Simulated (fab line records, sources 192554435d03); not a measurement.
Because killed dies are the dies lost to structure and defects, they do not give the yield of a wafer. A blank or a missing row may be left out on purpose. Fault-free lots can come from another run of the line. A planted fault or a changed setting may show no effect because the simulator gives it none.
Matching of chambers    flow n5Finfet    3 sister chambers for N5_BEOL_M13_ILD_DEP_00 on pecvd-03
The step deposits SiOC from DEMS/O2, target thk 837.92 nm, time 166.4 s. 3 wafers are shown with their chamber, then 10 later ones without.

== EACH WAFER AND ITS CHAMBER ==
wafer   chamber  showerheadVppV (V)
L085.4  0        1323
L088.1  2        1287
L088.3  1        1525

== WAFERS WITH NO CHAMBER GIVEN ==
wafer   showerheadVppV (V)
L088.4  1322
L091.1  1282
L091.5  1570
L091.6  1274
L094.2  1330
L094.4  1275
L094.6  1282
L095.1  1551
L095.4  1549
L095.6  1273

== THE CHAMBER EACH PASSED THROUGH ==
wafer   from the rows above      in truth
L088.4  can't be placed: 0 or 2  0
L091.1  can't be placed: 2 or 0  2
L091.5  1                        1
L091.6  can't be placed: 2 or 0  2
L094.2  can't be placed: 0 or 2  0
L094.4  can't be placed: 2 or 0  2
L094.6  can't be placed: 2 or 0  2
L095.1  1                        1
L095.4  1                        1
L095.6  can't be placed: 2 or 0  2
3 of 10 placed correctly. Can't be placed from these rows: 7 (the true chamber is among the candidates in 7). Number placed wrongly: 0.
How it was worked out, from the rows above alone: a wafer's distance from a chamber is the root of the sum, over the readings, of the square of ((its reading less the chamber's mean) divided by the reading's scatter). The wafer belongs to the nearest chamber; if the next one is less than 2 further off, it can't be placed. Each chamber's mean is taken over the wafers shown for it. The scatter (one wafer shown for each chamber): square how far every hidden wafer sits from the nearest shown wafer, average those squares and take the square root.
